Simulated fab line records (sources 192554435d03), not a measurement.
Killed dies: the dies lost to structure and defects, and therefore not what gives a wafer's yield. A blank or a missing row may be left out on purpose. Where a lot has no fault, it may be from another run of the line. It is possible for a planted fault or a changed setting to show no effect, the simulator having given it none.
Matching of chambers || flow n5_finfet || 3 sister chambers for N5_BEOL_M9_DEP_56 on pecvd-02
The step deposits SiCN from 3MS/NH3, target thk 15 nm, time 26.5 s. 6 wafers are shown with their chamber, then 7 later ones without.

WAFERS WITH THEIR CHAMBER
{"wafer": "L085.3", "chamber": 0, "showerhead_plenum_p_Torr (Torr)": 3.656, "throttle_valve_pct (%)": 9.2}
{"wafer": "L089.1", "chamber": 2, "showerhead_plenum_p_Torr (Torr)": 3.685, "throttle_valve_pct (%)": 9.5}
{"wafer": "L089.2", "chamber": 1, "showerhead_plenum_p_Torr (Torr)": 3.656, "throttle_valve_pct (%)": 8.9}
{"wafer": "L089.3", "chamber": 0, "showerhead_plenum_p_Torr (Torr)": 3.658, "throttle_valve_pct (%)": 9.5}
{"wafer": "L089.4", "chamber": 1, "showerhead_plenum_p_Torr (Torr)": 3.662, "throttle_valve_pct (%)": 8.6}
{"wafer": "L089.5", "chamber": 2, "showerhead_plenum_p_Torr (Torr)": 3.680, "throttle_valve_pct (%)": 9.4}

WAFERS WHOSE CHAMBER IS MISSING
{"wafer": "L089.6", "showerhead_plenum_p_Torr (Torr)": 3.668, "throttle_valve_pct (%)": 9.4}
{"wafer": "L093.1", "showerhead_plenum_p_Torr (Torr)": 3.675, "throttle_valve_pct (%)": 9.2}
{"wafer": "L093.2", "showerhead_plenum_p_Torr (Torr)": 3.664, "throttle_valve_pct (%)": 8.7}
{"wafer": "L093.3", "showerhead_plenum_p_Torr (Torr)": 3.666, "throttle_valve_pct (%)": 9.5}
{"wafer": "L093.4", "showerhead_plenum_p_Torr (Torr)": 3.665, "throttle_valve_pct (%)": 8.6}
{"wafer": "L093.5", "showerhead_plenum_p_Torr (Torr)": 3.680, "throttle_valve_pct (%)": 9.5}
{"wafer": "L093.6", "showerhead_plenum_p_Torr (Torr)": 3.674, "throttle_valve_pct (%)": 9.5}

WHICH CHAMBER EACH ONE RAN IN
{"wafer": "L089.6", "from the rows above": "can't be placed: 0 or 2 or 1", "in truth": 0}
{"wafer": "L093.1", "from the rows above": 2, "in truth": 2}
{"wafer": "L093.2", "from the rows above": 1, "in truth": 1}
{"wafer": "L093.3", "from the rows above": "can't be placed: 0 or 1", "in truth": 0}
{"wafer": "L093.4", "from the rows above": 1, "in truth": 1}
{"wafer": "L093.5", "from the rows above": 2, "in truth": 2}
{"wafer": "L093.6", "from the rows above": 2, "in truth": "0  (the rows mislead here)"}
4 of 7 placed correctly. Cannot be placed on the basis of these rows: 2; the candidates contain the true chamber in 2. Wrongly placed: 1.
How it was worked out, from the rows above alone: a wafer's distance from a chamber is the root of the sum, over the readings, of the square of ((its reading less the chamber's mean) divided by the reading's scatter). The wafer belongs to the nearest chamber; if the next one is less than 2 further off, it can't be placed. For every chamber, the mean is computed from those of its wafers that are shown. The scatter: the root of (the sum of the squares of (reading less its chamber's mean) over the shown wafers, divided by (wafers less chambers)).
